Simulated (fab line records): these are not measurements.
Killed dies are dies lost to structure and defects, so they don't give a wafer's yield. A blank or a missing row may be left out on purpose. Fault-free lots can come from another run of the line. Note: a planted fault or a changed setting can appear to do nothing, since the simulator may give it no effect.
Comparing a struck lot with a sound one    flow n5_finfet    16 out of 1938 route steps
Sound: wafers L946.1, L946.4, L946.5. The struck wafers were L942.2, L942.3, L942.5. At the end, the cause is stated.
Per side, at each step with rows, come the tool, then ch with its chambers, and then its first start. Under that, the readings that differ: sound wafers    struck wafers    difference of the means    sigmas: that difference in standard deviations of wafers without a fault.
alike: readings whose means differ by less than 2 such deviations, and words and numbers that are the same on both sides. not compared: withheld readings, readings that some wafer has no value for, bounds like >300 that may hide the same value, and numbers for which the record gives no deviation and whose values overlap.
Wherever a step has rows on one side only, a row that says differs or no value, or a row with sigmas, the two part there. Numbers that have no deviation but don't overlap get no sigmas and don't part them. Lack of a reading on every wafer of one side parts them only where that side has two or more wafers.

first, 3 steps without rows for these wafers: N5_BEOL_M0_ETCH_109 (etches SiCN in CH3F/O2, target depth 8 nm, overetch 2.4 nm, time 27.4 s); N5_BEOL_M0_STRIP_139 (strips in post etch residue remover, time 60 s); N5_BEOL_M0_SRD_111 (time 30 s).
N5_BEOL_M0_DEGAS_112: time 60 s.
  sound on pvd_sputter-02 at day 10 23:49; struck on pvd_sputter-03 at day 10 13:37
  alike: heater_power_w
then, 2 steps without rows for these wafers: N5_BEOL_M0_PRE_CLEAN_113 (time 30 s); N5_BEOL_M0_ALD_136 (deposits TaN, pulse time 2 s, purge time 3 s, co reactant purge time 2 s).
N5_BEOL_M0_SURFACE_TREAT_137:
  sound on pvd_sputter-02 at day 11 00:16; struck on pvd_sputter-01 at day 10 14:07
  not compared: throttle_valve_pct
then, 1 step without rows for these wafers: N5_BEOL_M0_CVD_115 (deposits Co from CCTBA/H2, time 120 s).
N5_BEOL_M0_SPUTTER_116: material Cu, target thk 4 nm, time 7.37 s.
  sound on pvd_sputter-01 at day 11 02:07; struck on pvd_sputter-01 at day 10 14:19
  alike: chamber_pressure_pa, chuck_gas_flow_sccm, throttle_valve_pct
then, 1 step without rows for these wafers: N5_BEOL_M0_ANNEAL_117 (time 60 s).
N5_BEOL_M0_SPUTTER_132: material Cu, target thk 4 nm, time 7.37 s.
  sound on pvd_sputter-01 at day 11 02:14; struck on pvd_sputter-01 at day 10 14:26
  alike: chamber_pressure_pa, chuck_gas_flow_sccm, throttle_valve_pct
N5_BEOL_M0_ANNEAL_133: time 60 s.
  sound on pvd_sputter-01 at day 11 02:19; struck on pvd_sputter-01 at day 10 14:31
  alike: heater_power_w
N5_BEOL_M0_SPUTTER_134: material Cu, target thk 4 nm, time 7.37 s.
  sound on pvd_sputter-01 at day 11 02:22; struck on pvd_sputter-01 at day 10 14:34
  no value came back on the struck wafers for chamber_pressure_pa (Pa), chuck_gas_flow_sccm (sccm), throttle_valve_pct (%); on the sound wafers chamber_pressure_pa (Pa) reads 0.06995 0.07 0.06995
then, 1 step without rows for these wafers: N5_BEOL_M0_ANNEAL_135 (time 60 s).
-- here the record skips 2 days between the struck wafers' starts before and after, leaving off in module BEOL_M0 and picking up in module BEOL_M4 (first step shown: number 1111 of the route) --
N5_BEOL_M4_RC_MEAS_101:
  sound on prober-01 ch 0, day 13 21:14; struck on prober-01 ch 0, day 12 23:23
  alike: DIBL_N, DIBL_P, IOFF_N, IOFF_P, ION_N, ION_P, SS_N, SS_P, VT_N, VT_P
-- record jumps: 5 days separate the struck wafers' starts on either side; left off in module BEOL_M4, taken up again in module PASSIVATION, whose first shown step is the route's number 1936 --
N5_PASSIVATION_PROBE_49:
  only the struck wafers here have rows in the record (prober-02, day 18 04:19); the sound ones have none

== WHERE THEY PART ==
Earliest at N5_BEOL_M0_SPUTTER_134; latest, in this record, at N5_PASSIVATION_PROBE_49.

WHY: what had been put in by the simulator
Beginning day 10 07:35, the whole step at N5_BEOL_M0_SPUTTER_134 was skipped on pvd_sputter-01. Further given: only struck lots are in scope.
